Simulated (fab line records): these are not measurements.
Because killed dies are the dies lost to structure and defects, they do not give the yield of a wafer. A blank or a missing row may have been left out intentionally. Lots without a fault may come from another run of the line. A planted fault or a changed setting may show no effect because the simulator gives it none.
fab line records ; flow n5Finfet
record: lots: 6; wafers: 18; lastDay: 18
route steps=1938 shown BEOL_M0_SAQP@661 BEOL_M4@1111 PASSIVATION@1936
lots with no fault: from the same line, run without faults
startH: hours from the record's first day to the start of the lot's first wafer shown ; waitH: how many hours have passed since the lot's step before this one ; " identical to the entry in the row above ; L1.1+2: several wafers, shown together as one row ; - no value, or no start was given ; * or withheld: withheld ; < > ~ a bound
route shown NAME@n: names a module that has steps shown in the file, with the first one's number in the route ; usual: the fault-free wafers' mean and standard deviation ; same: alike in all rows ; chamber/n: place in a boat ; sites: each site's reading ; _std_site: how widely they spread, as a standard deviation ; _edge_site: outer sites' mean less inner sites' ; radiusMm: how far each site lies from the wafer's centre ; mask NAME#n: copy n ; behind: tool/chamber where the wafer was last shaped ; hold: why the lot was held/for how many hours/how that ended ; device: names the non-switching transistor (n, p or np) ; end of line: at the end of the route, the tests of the same wafers ; a step without rows: its recipe alone ; killed: dies that structure and defects cost at the first sort, which is not the same as the wafer's yield ; map: a wafer's dies, marking killed ones x, the rest . and places with no die _
set.NAME: the setting that was run; set.NAME@STEP: the one run at that earlier step ; model.NAME: the simulator's own value behind a step, which no gauge read
certain route steps with their lots: each step a table, each wafer a row
services: the hour from which a tool's chamber was out of use, counted from the record's first day as startH (under 0 if before that day), plus the number of hours and why
== steps ==
step: N5_BEOL_M0_SAQP_SRD_93
recipe: dry: ipaMarangoni; timeS: 30; tempC: 23; rinseLiquid: diw
step: N5_BEOL_M0_SAQP_RECESS_114
recipe: chemistry: HF/NH3; target: SiO2; targetDepthA: 144; afsCycles: 3; tempC: 30; sublimationTempC: 180; sublimationTimeS: 60
usual: drypumpMotorCurrentA: 6.1/0.39
lot.wafer;tool;chamber;startH;waitH;drypumpMotorCurrentA
L844.1;vaporEtch-01;0;106.04;0.0;6.6
L844.4;vaporEtch-01;1;106.04;0.0;5.7
L844.5;vaporEtch-01;0;106.04;0.0;6.6
L851.2;vaporEtch-02;0;149.88;0.0;6.2
L851.4;vaporEtch-02;1;149.88;0.0;5.7
L851.5;vaporEtch-02;0;149.88;0.0;6.2
L857.1;vaporEtch-02;1;188.44;0.0;5.7
L857.4;vaporEtch-02;0;188.44;0.0;6.2
L857.6;vaporEtch-02;0;188.44;0.0;6.2
L859.4;vaporEtch-01;1;196.41;0.1;5.7
L859.5;vaporEtch-01;1;196.41;0.1;5.7
L859.6;vaporEtch-01;0;196.41;0.1;6.6
L861.3;vaporEtch-01;1;211.04;0.1;5.7
L861.5;vaporEtch-01;0;211.04;0.1;6.6
L861.6;vaporEtch-01;1;211.04;0.1;5.7
L867.1;vaporEtch-01;1;247.67;0.0;5.7
L867.2;vaporEtch-01;0;247.67;0.0;6.6
L867.4;vaporEtch-01;1;247.67;0.0;5.7
step: N5_BEOL_M0_SAQP_SPACER1_ALD_98
recipe: material: SiO2; targetThkA: 128; tempC: 300; aldPrecursorFamily: BDEAS; aldCoReactant: O2-plasma; pulseTimeS: 1; purgeTimeS: 2; coReactantPurgeTimeS: 2; aldCycles: 138; pressureTorr: 2
step: N5_BEOL_M0_SAQP_SPACER1_ETCHBACK_99
recipe: chemistry: CHF3/O2; mode: anisotropicEtchback; target: SiO2; targetDepthA: 154; timeS: 7.7; pressureMtorr: 30; sourceW: 650; biasW: 170; Ar_flow_sccm: 200; CHF3_flow_sccm: 50; O2_flow_sccm: 5; ionEnergyEv: 200
usual: CHF3_flow_sccm: 49.96/0.14; O2_flow_sccm: 4.999/0.014; drypumpMotorCurrentA: 5.41/0.27; oes_o_777_au: 0.76/0.087; oesProductAu: 0.77/0.093; rfVppV: 527/7.8; showerheadPlenumPTorr: 2.44/0.06; throttleValvePct: 18.93/0.22
lot.wafer;tool;chamber;startH;waitH;CHF3_flow_sccm;O2_flow_sccm;drypumpMotorCurrentA;oes_o_777_au;oesProductAu;rfHoursCounterH;rfVppV;showerheadPlenumPTorr;throttleValvePct
L844.1;rieDiel-05;0;108.44;0.3;49.80;4.983;5.00;0.67;0.69;231;519;2.48;19.28
L844.4;rieDiel-05;1;108.44;0.3;49.86;5.008;5.44;0.97;1.00;3;525;2.37;18.42
L844.5;rieDiel-05;0;108.44;0.3;49.97;4.981;5.00;0.67;0.68;-;518;2.48;19.27
L851.2;rieDiel-03;2;151.11;0.3;49.98;5.007;5.27;0.70;0.69;222;520;2.38;19.02
L851.4;rieDiel-03;3;151.11;0.3;49.92;5.005;5.17;0.67;0.70;235;543;2.47;19.18
L851.5;rieDiel-03;1;151.11;0.3;50.21;5.031;5.29;0.83;0.83;-;525;2.56;18.88
L857.1;rieDiel-03;0;189.30;0.3;50.16;5.001;5.93;0.72;0.71;193;525;2.38;18.64
L857.4;rieDiel-03;1;189.30;0.3;50.08;4.989;5.30;0.81;0.82;60;522;2.56;18.90
L857.6;rieDiel-03;2;189.30;0.3;49.82;4.980;5.25;0.70;0.68;-;518;2.37;19.02
L859.4;rieDiel-05;1;197.19;0.1;49.91;5.002;5.44;0.90;0.92;-;524;2.36;18.45
L859.5;rieDiel-05;3;197.19;0.1;49.88;5.014;5.28;0.71;0.74;-;528;2.41;18.99
L859.6;rieDiel-05;2;197.19;0.1;50.06;5.012;5.68;0.97;0.95;-;516;2.48;18.65
L861.3;rieDiel-05;3;211.84;0.3;49.91;5.001;5.31;0.71;0.72;170;529;2.40;19.02
L861.5;rieDiel-05;3;211.84;0.3;50.02;4.973;5.31;0.70;0.72;-;528;2.40;19.01
L861.6;rieDiel-05;2;211.84;0.3;50.12;5.014;5.68;0.95;0.94;-;516;2.48;18.66
L867.1;rieDiel-06;0;248.53;0.3;49.98;5.002;5.09;0.72;0.73;172;534;2.50;18.88
L867.2;rieDiel-06;1;248.53;0.3;49.85;5.010;5.45;0.89;0.91;16;522;2.47;18.73
L867.4;rieDiel-06;3;248.53;0.3;49.82;4.993;5.38;0.72;0.71;187;539;2.39;19.10
step: N5_BEOL_M0_SAQP_MANDREL1_REMOVE_100
recipe: chemistry: HBr/Cl2/O2; btTimeS: 10; target: a-Si; stopOn: SiNx; endpoint: OES-SiCl; overEtchFrac: 0.85; icpW: 600; biasW: 30; HBr_flow_sccm: 150; Cl2_flow_sccm: 80; O2_flow_sccm: 5; pressureMtorr: 10
usual: O2_flow_sccm: 5.000/0.016; drypumpMotorCurrentA: 5.6/0.48; mfcCl2Sccm: 79.97/0.25; oes_o_777_au: 0.99/0.033; oesProductAu: 0.997/0.017; throttleValvePct: 36.6/0.31
lot.wafer;tool;chamber;startH;waitH;O2_flow_sccm;drypumpMotorCurrentA;mfcCl2Sccm;oes_o_777_au;oesProductAu;rfHoursCounterH;throttleValvePct
L844.1;rieSi-01;3;108.52;0.1;5.009;5.7;79.81;0.96;0.987;100;36.9
L844.4;rieSi-01;1;108.52;0.1;4.995;5.7;80.51;0.99;0.985;162;36.6
L844.5;rieSi-01;2;108.52;0.1;4.995;5.7;80.06;0.96;0.992;-;36.1
L851.2;rieSi-01;3;151.21;0.1;4.999;5.7;80.13;0.97;0.980;101;36.9
L851.4;rieSi-01;0;151.21;0.1;5.056;6.4;79.63;1.00;1.001;176;36.7
L851.5;rieSi-01;3;151.21;0.1;5.021;5.7;80.02;0.98;0.977;-;36.9
L857.1;rieSi-01;1;189.39;0.1;4.998;5.7;79.50;1.00;0.988;163;36.6
L857.4;rieSi-01;2;189.39;0.1;5.004;5.7;79.58;0.96;0.996;-;36.1
L857.6;rieSi-01;1;189.39;0.1;4.969;5.8;80.22;1.00;0.983;-;36.6
L859.4;rieSi-01;1;197.24;0.0;4.987;5.7;80.39;0.99;0.988;164;36.6
L859.5;rieSi-01;2;197.24;0.0;5.019;5.7;79.98;0.96;0.988;-;36.1
L859.6;rieSi-01;1;197.24;0.0;5.006;5.7;79.86;1.00;0.988;-;36.6
L861.3;rieSi-02;1;211.93;0.1;5.000;5.7;79.92;1.05;0.998;68;36.7
L861.5;rieSi-02;1;211.93;0.1;5.009;5.7;79.99;1.06;1.004;-;36.7
L861.6;rieSi-02;0;211.93;0.1;5.014;5.5;79.67;1.03;1.020;-;36.4
L867.1;rieSi-01;1;248.62;0.1;5.019;5.7;80.21;1.00;0.985;165;36.6
L867.2;rieSi-01;3;248.62;0.1;4.976;5.7;80.15;0.97;0.978;103;36.9
L867.4;rieSi-01;0;248.62;0.1;4.999;6.4;79.68;1.01;0.980;-;36.7
step: N5_BEOL_M0_SAQP_CD_MEAS_25
recipe: targetCdNm: 13.1; landingEnergyEv: 1000; detector: seInlens
usual: cdNm: 12.75/0.23
lot.wafer;tool;chamber;startH;waitH;cdNm
L844.1;cdSem-03;0;108.63;0.1;12.67
L844.4;cdSem-03;0;108.63;0.1;12.71
L844.5;cdSem-03;0;108.63;0.1;12.67
L851.2;cdSem-01;0;151.33;0.1;12.47
L851.4;cdSem-01;0;151.33;0.1;12.70
L851.5;cdSem-01;0;151.33;0.1;12.91
L857.1;cdSem-01;0;189.50;0.1;12.76
L857.4;cdSem-01;0;189.50;0.1;12.87
L857.6;cdSem-01;0;189.50;0.1;12.51
L859.4;cdSem-03;0;197.35;0.1;12.92
L859.5;cdSem-03;0;197.35;0.1;12.93
L859.6;cdSem-03;0;197.35;0.1;13.01
L861.3;cdSem-01;0;212.04;0.1;12.89
L861.5;cdSem-01;0;212.04;0.1;12.48
L861.6;cdSem-01;0;212.04;0.1;12.71
L867.1;cdSem-02;0;248.73;0.1;12.87
L867.2;cdSem-02;0;248.73;0.1;12.25
L867.4;cdSem-02;0;248.73;0.1;12.52
step: N5_BEOL_M0_SAQP_ETCH_101
recipe: chemistry: CH3F/O2; target: SiNx; maskMaterial: SiO2; targetDepthA: 299; timeS: 42.7; pressureMtorr: 30; sourceW: 395; biasW: 73; Ar_flow_sccm: 150; CH3F_flow_sccm: 30; O2_flow_sccm: 20; ionEnergyEv: 120
usual: O2_flow_sccm: 19.99/0.061; biasW: 72.99/0.24; drypumpMotorCurrentA: 5.40/0.27; oes_o_777_au: 0.78/0.1; oesProductAu: 0.78/0.11; rfVppV: 298/4.2; showerheadPlenumPTorr: 2.02/0.053; throttleValvePct: 16.34/0.26
lot.wafer;tool;chamber;startH;waitH;O2_flow_sccm;biasW;drypumpMotorCurrentA;oes_o_777_au;oesProductAu;rfHoursCounterH;rfVppV;showerheadPlenumPTorr;throttleValvePct
L844.1;rieDiel-05;3;108.67;0.0;19.97;72.93;5.31;0.75;0.75;138;298;2.00;16.37
L844.4;rieDiel-05;2;108.67;0.0;19.93;73.31;5.66;0.73;0.71;238;293;2.07;16.47
L844.5;rieDiel-05;0;108.67;0.0;19.93;72.91;4.99;0.69;0.68;-;294;2.05;16.72
L851.2;rieDiel-06;1;151.36;0.0;19.90;72.87;5.43;0.67;0.68;243;296;2.06;16.65
L851.4;rieDiel-06;0;151.36;0.0;20.01;72.74;5.12;0.75;0.75;141;303;2.09;16.29
L851.5;rieDiel-06;3;151.36;0.0;20.10;72.83;5.34;0.74;0.73;-;305;2.00;16.50
L857.1;rieDiel-06;2;189.54;0.0;20.01;73.31;5.88;0.76;0.75;195;296;1.98;16.66
L857.4;rieDiel-06;0;189.54;0.0;20.00;72.76;5.06;0.74;0.74;-;302;2.09;16.32
L857.6;rieDiel-06;2;189.54;0.0;19.97;73.31;5.88;0.76;0.74;-;296;1.98;16.65
L859.4;rieDiel-05;3;197.45;0.1;20.00;73.06;5.31;0.72;0.74;-;300;1.99;16.40
L859.5;rieDiel-05;1;197.45;0.1;19.96;72.84;5.46;0.90;0.91;-;297;1.95;15.88
L859.6;rieDiel-05;2;197.45;0.1;19.92;72.69;5.71;0.97;0.96;-;294;2.06;16.09
L861.3;rieDiel-03;2;212.08;0.0;20.04;73.43;5.23;0.68;0.68;239;295;1.97;16.54
L861.5;rieDiel-03;1;212.08;0.0;20.07;72.67;5.30;0.78;0.81;-;298;2.13;16.38
L861.6;rieDiel-03;0;212.08;0.0;19.99;72.92;5.92;0.70;0.70;-;297;1.98;16.17
L867.1;rieDiel-05;1;248.88;0.2;20.04;73.46;5.45;0.88;0.90;45;299;1.95;15.90
L867.2;rieDiel-05;3;248.88;0.2;20.00;72.78;5.31;0.71;0.73;180;299;1.99;16.46
L867.4;rieDiel-05;2;248.88;0.2;19.94;72.87;5.66;0.94;0.92;26;292;2.06;16.11
step: N5_BEOL_M0_SAQP_ETCH_102
recipe: chemistry: CF4; target: SiO2; targetDepthA: 40; ionEnergyEv: 350; timeS: 4.4; pressureMtorr: 10; icpW: 800; biasW: 400; cf4FlowSccm: 80
step: N5_BEOL_M0_SAQP_MANDREL_ETCH_103
recipe: chemistry: HBr/Cl2; target: a-Si; targetDepthA: 450; btTimeS: 10; stopOn: SiCN; maskMaterial: SiO2; overEtchFrac: 0.8; timeS: 27; pressureMtorr: 10; icpW: 800; biasW: 75; HBr_flow_sccm: 150; Cl2_flow_sccm: 80; ends: endPoint
step: N5_BEOL_M0_SAQP_RECESS_104
recipe: chemistry: HF/NH3; target: SiO2; targetDepthA: 180; afsCycles: 3; tempC: 30; sublimationTempC: 180; sublimationTimeS: 60
usual: drypumpMotorCurrentA: 6.1/0.39
lot.wafer;tool;chamber;startH;waitH;drypumpMotorCurrentA
L844.1;vaporEtch-02;0;108.89;0.1;6.2
L844.4;vaporEtch-02;0;108.89;0.1;6.2
L844.5;vaporEtch-02;1;108.89;0.1;5.7
L851.2;vaporEtch-02;1;151.59;0.1;5.7
L851.4;vaporEtch-02;0;151.59;0.1;6.2
L851.5;vaporEtch-02;0;151.59;0.1;6.2
L857.1;vaporEtch-01;1;189.76;0.1;5.7
L857.4;vaporEtch-01;1;189.76;0.1;5.6
L857.6;vaporEtch-01;0;189.76;0.1;6.6
L859.4;vaporEtch-01;1;197.75;0.2;5.7
L859.5;vaporEtch-01;1;197.75;0.2;5.7
L859.6;vaporEtch-01;0;197.75;0.2;6.6
L861.3;vaporEtch-02;0;212.41;0.2;6.2
L861.5;vaporEtch-02;1;212.41;0.2;5.7
L861.6;vaporEtch-02;0;212.41;0.2;6.2
L867.1;vaporEtch-02;0;249.10;0.1;6.2
L867.2;vaporEtch-02;1;249.10;0.1;5.7
L867.4;vaporEtch-02;0;249.10;0.1;6.2
step: N5_BEOL_M0_SAQP_COAT_105
recipe: resist: SOC; tempC: 250; timeS: 60; spinRpm: 1500; resistThkNm: 100
step: N5_BEOL_M0_SAQP_ETCH_106
recipe: chemistry: N2/H2; target: SOC; targetDepthA: 1500; stopOn: SiNx; ionEnergyEv: 100; biasW: 61; pressureMtorr: 30; sourceW: 850; n2FlowSccm: 200; h2FlowSccm: 200
step: N5_BEOL_M0_SAQP_ETCH_107
recipe: chemistry: CH3F/O2; target: SiNx; targetDepthA: 300; maskMaterial: SOC; pressureMtorr: 30; sourceW: 395; biasW: 73; Ar_flow_sccm: 150; CH3F_flow_sccm: 30; O2_flow_sccm: 20; ionEnergyEv: 120
usual: O2_flow_sccm: 20.01/0.061; biasW: 72.99/0.22; drypumpMotorCurrentA: 5.41/0.28; oes_o_777_au: 0.76/0.086; oesProductAu: 0.76/0.09; rfVppV: 300/4.5; showerheadPlenumPTorr: 2.03/0.054; throttleValvePct: 16.39/0.22
lot.wafer;tool;chamber;startH;waitH;O2_flow_sccm;biasW;drypumpMotorCurrentA;oes_o_777_au;oesProductAu;rfHoursCounterH;rfVppV;showerheadPlenumPTorr;throttleValvePct;model.BEOL_M0_SAQP.featureDepthNm
L844.1;rieDiel-06;3;109.40;0.0;20.07;72.66;5.29;0.76;0.74;140;307;2.00;16.49;29.8
L844.4;rieDiel-06;0;109.40;0.0;20.05;72.73;5.08;0.76;0.77;126;303;2.10;16.26;30.6
L844.5;rieDiel-06;0;109.40;0.0;20.07;72.77;5.07;0.77;0.77;-;302;2.10;16.27;30.6
L851.2;rieDiel-05;1;152.10;0.0;20.04;73.01;5.47;0.93;0.95;14;298;1.96;15.85;30.6
L851.4;rieDiel-05;3;152.10;0.0;20.04;72.71;5.32;0.74;0.75;149;298;2.00;16.38;30.4
L851.5;rieDiel-05;0;152.10;0.0;20.00;72.99;5.00;0.68;0.68;-;295;2.05;16.73;29.4
L857.1;rieDiel-05;3;190.26;0.0;20.06;58.95;5.32;0.72;0.70;162;251;1.99;16.39;28.2
L857.4;rieDiel-05;1;190.26;0.0;19.93;58.90;5.44;0.90;0.87;-;251;1.95;15.90;28.6
L857.6;rieDiel-05;2;190.26;0.0;19.94;58.97;5.67;0.98;0.92;-;247;2.06;16.07;28.8
L859.4;rieDiel-05;1;198.21;0.0;19.97;59.00;5.44;0.90;0.87;-;250;1.95;15.89;28.6
L859.5;rieDiel-05;3;198.21;0.0;19.93;58.81;5.32;0.72;0.70;-;253;1.99;16.41;28.2
L859.6;rieDiel-05;2;198.21;0.0;20.05;58.72;5.70;0.97;0.93;-;247;2.06;16.08;29
L861.3;rieDiel-06;2;212.80;0.0;19.92;72.92;5.90;0.76;0.73;202;297;1.98;16.67;29.6
L861.5;rieDiel-06;0;212.80;0.0;19.98;72.55;5.10;0.73;0.73;-;301;2.08;16.32;30.2
L861.6;rieDiel-06;1;212.80;0.0;19.87;73.25;5.47;0.92;0.95;-;296;2.06;16.18;30.8
L867.1;rieDiel-06;3;249.61;0.0;20.07;72.83;5.33;0.72;0.70;188;307;1.99;16.58;29.4
L867.2;rieDiel-06;0;249.61;0.0;19.94;72.98;5.10;0.73;0.72;172;302;2.08;16.35;30.6
L867.4;rieDiel-06;1;249.61;0.0;20.09;72.99;5.46;0.89;0.92;17;296;2.06;16.19;30.6
step: N5_BEOL_M0_SAQP_STRIP_108
recipe: chemistry: N2/H2; powerW: 500; tempC: 40; pressureMtorr: 50; rfFrequencyHz: 6e+07; overashFraction: 0.3; biasPowerW: 28; h2Frac: 0.5; n2FlowSccm: 300; h2FlowSccm: 300
step: N5_BEOL_M4_RC_MEAS_101
usual: DIBL_N: 36.4/1.7; DIBL_P: 36.4/2.1; IOFF_N: 0.16/0.035; IOFF_P: 0.21/0.035; ION_N: 680/11; ION_P: 465/6.8; SS_N: 71.5/0.58; SS_P: 73.2/0.72; VT_N: 249/3.6; VT_P: -250/3.1
lot.wafer;tool;chamber;startH;waitH;DIBL_N[mV/V];DIBL_P[mV/V];IOFF_N[nA/um];IOFF_P[nA/um];ION_N[uA/um];ION_P[uA/um];SS_N[mV/dec];SS_P[mV/dec];VT_N[mV];VT_P[mV]
L844.1;prober-02;0;179.95;0.0;36.9;33.9;0.14;0.15;669;454;71.6;73.0;252;-256
L844.4;prober-02;0;179.95;0.0;37.0;34.7;0.13;0.17;674;463;71.0;72.5;253;-257
L844.5;prober-02;0;179.95;0.0;36.3;34.0;0.13;0.16;675;455;71.1;73.0;253;-254
L851.2;prober-02;0;216.38;0.2;36.6;37.4;0.18;0.22;685;466;71.8;73.5;246;-249
L851.4;prober-02;0;216.38;0.2;33.7;35.1;0.14;0.20;684;476;71.4;72.9;249;-252
L851.5;prober-02;0;216.38;0.2;34.7;36.9;0.16;0.21;681;470;71.4;73.9;247;-250
L857.1;prober-02;0;252.01;0.0;36.0;35.4;0.16;0.23;673;471;71.6;73.0;247;-245
L857.4;prober-02;0;252.01;0.0;35.6;35.3;0.16;0.23;687;474;71.0;73.0;247;-247
L857.6;prober-02;0;252.01;0.0;37.2;36.3;0.18;0.25;691;471;71.8;73.1;245;-247
L859.4;prober-02;0;261.21;0.5;31.2;31.1;0.10;0.14;662;459;70.3;71.5;254;-257
L859.5;prober-02;0;261.21;0.5;33.8;34.0;0.12;0.16;668;455;70.9;72.2;253;-256
L859.6;prober-02;0;261.21;0.5;33.3;34.3;0.13;0.17;671;464;70.7;72.3;251;-252
L861.3;prober-02;0;273.73;0.3;36.0;37.0;0.15;0.21;673;468;71.5;72.6;249;-248
L861.5;prober-02;0;273.73;0.3;36.6;38.2;0.16;0.22;677;466;71.3;73.0;250;-249
L861.6;prober-02;0;273.73;0.3;34.9;35.5;0.12;0.18;669;461;71.4;72.3;255;-250
L867.1;prober-01;0;309.46;0.0;37.1;37.3;0.17;0.24;685;471;71.3;73.8;249;-247
L867.2;prober-01;0;309.46;0.0;37.0;36.5;0.16;0.23;674;461;71.4;73.7;250;-248
L867.4;prober-01;0;309.46;0.0;36.6;35.0;0.15;0.21;668;462;71.9;73.1;251;-250
step: N5_PASSIVATION_PROBE_49
usual: defectLimitedYield: 91.3/1.4; killed_at_M0_to_M3: 36/11; killed_at_M4_up: 13/5.2; killedAtContacts: 13/6.5; killedAtFrontEnd: 37/11; killedAtOther: 3.6/2.9; killedDies: 103/17; killedOpen: 68/12; killedShort: 33/7.3; sort_bin_5_function: 5.2/0.91; sort_bin_6_memory: 3.2/0.67; sortNPass: 1077/17; sortYieldPct: 91.3/1.4
same: grossDies: 1180; killedAtBackSide: 0; sort_bin_4_leakage[%]: 0; sort_bin_8_speed[%]: 0
lot.wafer;tool;chamber;startH;waitH;defectLimitedYield[%];killed_at_M0_to_M3;killed_at_M4_up;killedAtContacts;killedAtFrontEnd;killedAtOther;killedDies;killedOpen;killedShort;sort_bin_5_function[%];sort_bin_6_memory[%];sortNPass;sortYieldPct[%]
L844.1;prober-01;-;289.83;0.0;92.5;32;3;12;41;0;88;67;21;4.7;2.5;1092;92.5
L844.4;prober-01;-;289.98;0.2;91.0;27;11;19;46;3;106;73;32;5.4;3.4;1074;91.0
L844.5;prober-01;-;290.03;0.2;92.8;28;11;19;26;1;85;65;19;4.7;2.4;1095;92.8
L851.2;prober-01;-;323.37;0.1;91.7;42;11;1;42;2;98;59;39;5.5;2.6;1082;91.7
L851.4;prober-01;-;323.47;0.2;91.0;25;19;16;45;1;106;76;29;5.3;3.5;1074;91.0
L851.5;prober-01;-;323.52;0.2;91.8;32;7;16;35;7;97;72;24;4.7;3.3;1083;91.8
L861.3;prober-01;-;378.38;0.1;92.7;33;14;6;28;5;86;62;23;4.5;2.6;1094;92.7
L861.5;prober-01;-;378.48;0.2;93.1;23;11;4;38;6;82;52;30;4.2;2.5;1098;93.1
L861.6;prober-01;-;378.53;0.3;91.9;38;5;15;27;10;95;60;33;4.6;3.1;1085;91.9
killed by level:class
L844.1 STI_FIN_REVEAL:geometricParticle:open=12 MOL_CONTACT_COAG:geometricParticle:open=9 BEOL_M1:geometricParticle:open=9 FIN_SAQP:geometricParticle:open=7 BEOL_M0:geometricParticle:open=7 BEOL_M3:geometricParticle:open=6 BEOL_M2:geometricParticle:open=4 FIN_SAQP:geometricParticle:short=3
L844.4 MOL_CONTACT_COAG:geometricParticle:open=16 FIN_SAQP:geometricParticle:open=10 STI_FIN_REVEAL:geometricParticle:open=7 GATE_CUT:geometricParticle:open=7 GATE_CUT:geometricParticle:short=5 BEOL_M0_SAQP:geometricParticle:short=5 BEOL_M0_SAQP:geometricParticle:open=4 BEOL_M0:geometricParticle:short=4
L844.5 MOL_CONTACT_COAG:geometricParticle:open=17 STI_FIN_REVEAL:geometricParticle:open=9 BEOL_M3:geometricParticle:open=9 STI_FIN_REVEAL:geometricParticle:short=6 BEOL_M0:geometricParticle:open=6 BEOL_M4:geometricParticle:open=5 GATE_CUT:geometricParticle:open=3 BEOL_M2:geometricParticle:open=3
L851.2 FIN_SAQP:geometricParticle:open=11 DUMMY_GATE:geometricParticle:open=8 BEOL_M0_SAQP:geometricParticle:short=8 BEOL_M1:geometricParticle:open=7 FIN_SAQP:geometricParticle:short=6 BEOL_M2:geometricParticle:open=6 BEOL_M3:geometricParticle:open=6 GATE_CUT:geometricParticle:short=5
L851.4 FIN_SAQP:geometricParticle:open=20 MOL_CONTACT_COAG:geometricParticle:open=12 BEOL_M3:geometricParticle:open=10 FIN_CUT:geometricParticle:open=5 BEOL_M2:geometricParticle:open=5 BEOL_M4:geometricParticle:open=5 STARTING-WAFER:geometricParticle:short=5 MOL_CONTACT_COAG:geometricParticle:short=4
L851.5 MOL_CONTACT_COAG:geometricParticle:open=14 BEOL_M2:geometricParticle:open=9 BEOL_M3:geometricParticle:open=9 BEOL_M0_SAQP:geometricParticle:short=7 STI_FIN_REVEAL:geometricParticle:open=6 DUMMY_GATE:geometricParticle:open=5 STARTING-WAFER:geometricParticle:open=4 FIN_SAQP:geometricParticle:open=3
L861.3 BEOL_M1:geometricParticle:open=16 FIN_SAQP:geometricParticle:open=6 BEOL_M0_SAQP:geometricParticle:open=6 STI_FIN_REVEAL:geometricParticle:open=5 BEOL_M3:geometricParticle:open=5 STARTING-WAFER:geometricParticle:open=5 FIN_SAQP:geometricParticle:short=4 MOL_CONTACT_COAG:geometricParticle:open=4
L861.5 FIN_SAQP:geometricParticle:short=10 BEOL_M0_SAQP:geometricParticle:open=6 DUMMY_GATE:geometricParticle:open=5 BEOL_M0_SAQP:geometricParticle:short=5 BEOL_M1:geometricParticle:open=5 ILD0:geometricParticle:short=4 ILD0:geometricParticle:open=4 MOL_CONTACT_COAG:geometricParticle:open=4
L861.6 MOL_CONTACT_COAG:geometricParticle:open=13 BEOL_M0_SAQP:geometricParticle:open=9 BEOL_M0_SAQP:geometricParticle:short=9 BEOL_M1:geometricParticle:open=7 GATE_CUT:geometricParticle:short=6 BEOL_M2:geometricParticle:open=6 FIN_SAQP:geometricParticle:open=5 GATE_CUT:geometricParticle:open=5
== services ==
tool;chamber;startH;hours;kind
rieSi-01;-;85.28;4.1;repair
rieDiel-05;0;91.43;9.1;repair
rieDiel-06;2;118.80;26.8;repair
rieSi-01;-;134.41;0.8;repair
rieSi-01;2;138.88;3.6;repair
rieDiel-05;2;156.15;-;clean
rieDiel-05;2;156.15;-;consumableReplace:focusRing
rieDiel-05;2;156.15;14.8;scheduledDown
rieDiel-05;2;156.15;14.8;ventCycle
vaporEtch-02;-;162.38;2.8;pm
rieDiel-06;0;169.70;4.3;repair
rieDiel-06;1;173.98;-;clean
rieDiel-06;1;173.98;-;consumableReplace:focusRing
rieDiel-06;1;173.98;20.7;scheduledDown
rieDiel-05;0;183.06;-;clean
rieDiel-05;0;183.06;-;consumableReplace:focusRing
rieDiel-05;-;184.13;1.2;repair
rieSi-01;0;188.07;7.8;repair
rieSi-01;2;205.99;85.1;repair
rieDiel-03;3;207.89;9.7;repair
rieDiel-03;-;223.67;1.2;repair
rieDiel-06;3;226.39;4.2;repair
rieDiel-06;2;227.03;16.7;repair
vaporEtch-01;-;247.12;0.5;repair
== key ==
firstSign: step: N5_BEOL_M0_SAQP_ETCH_107; reading: biasW; direction: down; sigmas: 65; usual: *; struck: *
effect: step: N5_BEOL_M0_SAQP_ETCH_107; reading: rfVppV; direction: down; sigmas: 11; usual: 300; struck: 250
modelEffect: step: N5_BEOL_M0_SAQP_ETCH_107; value: BEOL_M0_SAQP.featureDepthNm; without: 30.73; struck: 28.57
metAt N5_BEOL_M0_SAQP_ETCH_107
struckWafers L857.1,L857.4,L857.6,L859.4,L859.5,L859.6
onsetBetween 152.10 190.26
fault: kind: processParameterDrift; tool: rieDiel-05; chamber: -; onsetH: 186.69; steps: N5_BEOL_M0_SAQP_ETCH_107; channel: biasW; offset: *; shape: step; endH: 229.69; actsIn: *; stated: *
